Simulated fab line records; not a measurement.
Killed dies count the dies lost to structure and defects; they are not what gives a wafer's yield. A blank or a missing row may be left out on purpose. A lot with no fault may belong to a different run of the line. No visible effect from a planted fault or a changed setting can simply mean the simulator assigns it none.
Which tool is to blame? + flow nand_harc + 11 lots, 33 wafers sampled, at 6 steps of a route of 1159

## WHAT THE GAUGES SHOWED, per wafer
NHARC_P_ZERO_WELL_CD_MEAS_24: target cd 720 nm.
| lot  | measured    | on        | cd_nm (nm)        |
|------|-------------|-----------|-------------------|
| L237 | day 1 14:37 | cd_sem-02 | 720.7 719.3 718.8 |
| L238 | day 1 20:37 | cd_sem-03 | 722.6 721.1 724.5 |
| L239 | day 2 02:43 | cd_sem-03 | 724.1 726.3 722.4 |
| L245 | day 3 14:37 | cd_sem-01 | 718.3 718.6 721.8 |
| L250 | day 4 20:27 | cd_sem-02 | 721.9 722.9 720.6 |
| L252 | day 5 08:35 | cd_sem-02 | - - -             |
| L253 | day 5 14:28 | cd_sem-01 | 719.7 721.4 717.2 |
| L257 | day 6 14:21 | cd_sem-03 | 719.6 719.1 717.6 |
| L258 | day 6 20:35 | cd_sem-02 | 720.2 722.7 719.8 |
| L259 | day 7 02:45 | cd_sem-01 | 718.0 714.9 718.4 |
| L260 | day 7 08:37 | cd_sem-03 | 718.8 719.0 720.5 |

NHARC_P_STI_INSPECT_11.
| lot  | measured    | on                | raw_defect_count |
|------|-------------|-------------------|------------------|
| L237 | day 2 12:54 | defect_inspect-01 | 3 4 7            |
| L238 | day 2 21:11 | defect_inspect-02 | 4 5 6            |
| L239 | day 2 21:02 | defect_inspect-01 | 7 4 5            |
| L245 | day 4 11:13 | defect_inspect-01 | 5 3 9            |
| L250 | day 5 18:49 | defect_inspect-02 | 10 10 13         |
| L253 | day 6 10:50 | defect_inspect-02 | 4 3 6            |
| L257 | day 7 11:39 | defect_inspect-01 | 8 10 4           |
| L258 | day 7 17:51 | defect_inspect-01 | 2 7 12           |
| L259 | day 8 01:46 | defect_inspect-01 | 5 6 6            |
| L260 | day 8 01:37 | defect_inspect-02 | 10 4 2           |

NHARC_END_SORT_01.
| lot  | measured     | on        | killed_at_array | killed_at_other | killed_at_periphery | killed_dies | killed_open | killed_short |
|------|--------------|-----------|-----------------|-----------------|---------------------|-------------|-------------|--------------|
| L252 | day 22 20:50 | prober-02 | 24 25 19        | 0 1 0           | 653 651 658         | 677 677 677 | 2 2 2       | 3 4 2        |

## WHICH TOOL RAN EACH LOT (tool, then ch and the chambers of the sampled wafers, then the start)
| lot  | NHARC_P_ZERO_WELL_EXPOSE_21      | NHARC_P_ZERO_WELL_DESCUM_26       | NHARC_P_STI_ETCH_31            |
|------|----------------------------------|-----------------------------------|--------------------------------|
| L237 | krf_scanner-03 ch 0, day 1 14:28 | rie_diel-03 ch 0,1,2, day 1 14:46 | rie_diel-01 ch 0,2,3, no start |
| L238 | krf_scanner-04 ch 0, day 1 20:28 | rie_diel-05 ch 1,3, day 1 20:48   | rie_diel-06 ch 1,2,3, no start |
| L239 | krf_scanner-03 ch 0, day 2 02:34 | rie_diel-03 ch 1,2,3, day 2 02:54 | rie_diel-07 ch 0,1,2, no start |
| L245 | krf_scanner-02 ch 0, day 3 14:28 | rie_diel-12 ch 0,1,3, day 3 14:47 | rie_diel-07 ch 1,2, no start   |
| L250 | krf_scanner-04 ch 0, day 4 20:18 | rie_diel-12 ch 1,2, day 4 20:37   | rie_diel-06 ch 0,1,2, no start |
| L252 | krf_scanner-04 ch 0, day 5 08:25 | rie_diel-05 ch 0,2, day 5 08:45   | -                              |
| L253 | krf_scanner-04 ch 0, day 5 14:19 | rie_diel-05 ch 0,2,3, day 5 14:40 | rie_diel-07 ch 0,3, no start   |
| L257 | krf_scanner-02 ch 0, day 6 14:12 | rie_diel-03 ch 0,2,3, day 6 14:31 | rie_diel-01 ch 0,2,3, no start |
| L258 | krf_scanner-03 ch 0, day 6 20:26 | rie_diel-12 ch 2,3, day 6 20:46   | rie_diel-06 ch 1,2, no start   |
| L259 | krf_scanner-02 ch 0, day 7 02:35 | rie_diel-05 ch 0,2, day 7 02:55   | rie_diel-06 ch 0,2, no start   |
| L260 | krf_scanner-03 ch 0, day 7 08:27 | rie_diel-05 ch 0,2,3, day 7 08:46 | rie_diel-06 ch 1,2,3, no start |
- NHARC_P_ZERO_WELL_EXPOSE_21: exposes mask P NWELL, target cd 720 nm.
- NHARC_P_ZERO_WELL_DESCUM_26: chemistry O2, time 3 s.
- NHARC_P_STI_ETCH_31: etches the open film in CF4/CHF3, target depth 108.9 nm, time 54.5 s.

## WHAT THE TOOLS THEMSELVES READ (means of the sampled wafers that have a number; where no wafer has one, the mark that the record gives instead)
NHARC_P_ZERO_WELL_EXPOSE_21.
| lot  | tool           | focus_offset_nm (nm) |
|------|----------------|----------------------|
| L237 | krf_scanner-03 | 0.2                  |
| L238 | krf_scanner-04 | 0.4                  |
| L239 | krf_scanner-03 | 0.5                  |
| L245 | krf_scanner-02 | 0.4                  |
| L250 | krf_scanner-04 | 0.6                  |
| L252 | krf_scanner-04 | 0.0                  |
| L253 | krf_scanner-04 | -0.2                 |
| L257 | krf_scanner-02 | -0.4                 |
| L258 | krf_scanner-03 | -0.1                 |
| L259 | krf_scanner-02 | -0.1                 |
| L260 | krf_scanner-03 | 0.5                  |

NHARC_P_ZERO_WELL_DESCUM_26.
| lot  | tool        | drypump_motor_current_A (A) | o2_flow_sccm (sccm) | oes_product_au (a.u.) | rf_vpp_V (V) | showerhead_plenum_p_Torr (Torr) | throttle_valve_pct (%) |
|------|-------------|-----------------------------|---------------------|-----------------------|--------------|---------------------------------|------------------------|
| L237 | rie_diel-03 | 5.3                         | 200.3               | 1.001                 | 58.1         | 2.01                            | 11.313                 |
| L238 | rie_diel-05 | 6.6                         | 199.4               | 0.994                 | 57.9         | 1.92                            | 11.311                 |
| L239 | rie_diel-03 | 5.5                         | 199.9               | 1.001                 | 57.8         | 1.96                            | 11.308                 |
| L245 | rie_diel-12 | 5.7                         | 199.8               | 0.994                 | 56.9         | 1.85                            | 11.312                 |
| L250 | rie_diel-12 | 5.5                         | 200.0               | 1.015                 | 57.2         | 1.79                            | 11.311                 |
| L252 | rie_diel-05 | 5.6                         | 199.9               | 1.005                 | 57.9         | 1.98                            | 11.321                 |
| L253 | rie_diel-05 | 5.8                         | 199.5               | 1.006                 | 58.1         | 1.98                            | 11.311                 |
| L257 | rie_diel-03 | 5.3                         | 200.7               | 0.993                 | 58.5         | 1.99                            | 11.310                 |
| L258 | rie_diel-12 | 5.2                         | 199.8               | 0.994                 | 57.0         | 1.83                            | 11.318                 |
| L259 | rie_diel-05 | 5.6                         | 199.8               | 1.011                 | 58.0         | 1.98                            | 11.301                 |
| L260 | rie_diel-05 | 5.7                         | 200.4               | 1.018                 | 57.8         | 1.98                            | 11.313                 |

NHARC_P_STI_ETCH_31.
| lot  | tool        | cf4_flow_sccm (sccm) | drypump_motor_current_A (A) | oes_product_au (a.u.) | rf_vpp_V (V) | showerhead_plenum_p_Torr (Torr) | throttle_valve_pct (%) |
|------|-------------|----------------------|-----------------------------|-----------------------|--------------|---------------------------------|------------------------|
| L237 | rie_diel-01 | 100.0                | 5.7                         | 0.964                 | 368.9        | 1.54                            | 16.791                 |
| L238 | rie_diel-06 | 99.9                 | 5.5                         | 0.946                 | 371.4        | 1.59                            | 16.791                 |
| L239 | rie_diel-07 | 100.3                | 5.9                         | 0.958                 | 369.8        | 1.54                            | 16.796                 |
| L245 | rie_diel-07 | 100.3                | 6.0                         | 0.962                 | 371.7        | 1.60                            | 16.808                 |
| L250 | rie_diel-06 | 99.8                 | 5.8                         | 0.966                 | 371.0        | 1.58                            | 16.809                 |
| L253 | rie_diel-07 | 99.8                 | 5.8                         | 0.975                 | 367.4        | 1.49                            | 16.798                 |
| L257 | rie_diel-01 | 100.1                | 5.7                         | 0.945                 | 369.4        | 1.54                            | 16.803                 |
| L258 | rie_diel-06 | 100.0                | 5.7                         | 0.964                 | 371.5        | 1.60                            | 16.809                 |
| L259 | rie_diel-06 | 100.0                | 5.3                         | 0.952                 | 369.6        | 1.54                            | 16.808                 |
| L260 | rie_diel-06 | 100.1                | 5.5                         | 0.973                 | 370.8        | 1.59                            | 16.802                 |

## THE ANSWER, worked out from the rows above alone
Rule: the lots themselves supply what counts as usual. The widest of any qualifying gaps counts: lots, ordered by their means at a reading, are off when they make up no more than a third of the lots, leave a main group of 4 or more, and stand apart from it by 3 or more times the standard deviation of that group's means. The tables above print the reading to a certain number of digits; a main group whose means all agree to those digits is not used. A lot without any number at a reading at which 4 lots or more have one is off too. The other lots that the step has rows for count as sound. First the gauges in route order, then the tools' own readings, where a lot's mean is used as printed above. At the first step where some lot is off, the reading lying furthest off is the one used; lots without a number count as furthest.
Off: L252 (NHARC_P_ZERO_WELL_CD_MEAS_24, cd_nm). Without a number there: L252. The main group has a mean of 720.4 nm with a standard deviation of 2.
If a tool, at a process step before that reading, ran all the lots that are off and no sound lot after the first of them, it fits. The gauges at NHARC_P_ZERO_WELL_CD_MEAS_24 are tried like those tools. Not one of the candidates tried fits.

## WHAT HAD BEEN PUT IN BY THE SIMULATOR
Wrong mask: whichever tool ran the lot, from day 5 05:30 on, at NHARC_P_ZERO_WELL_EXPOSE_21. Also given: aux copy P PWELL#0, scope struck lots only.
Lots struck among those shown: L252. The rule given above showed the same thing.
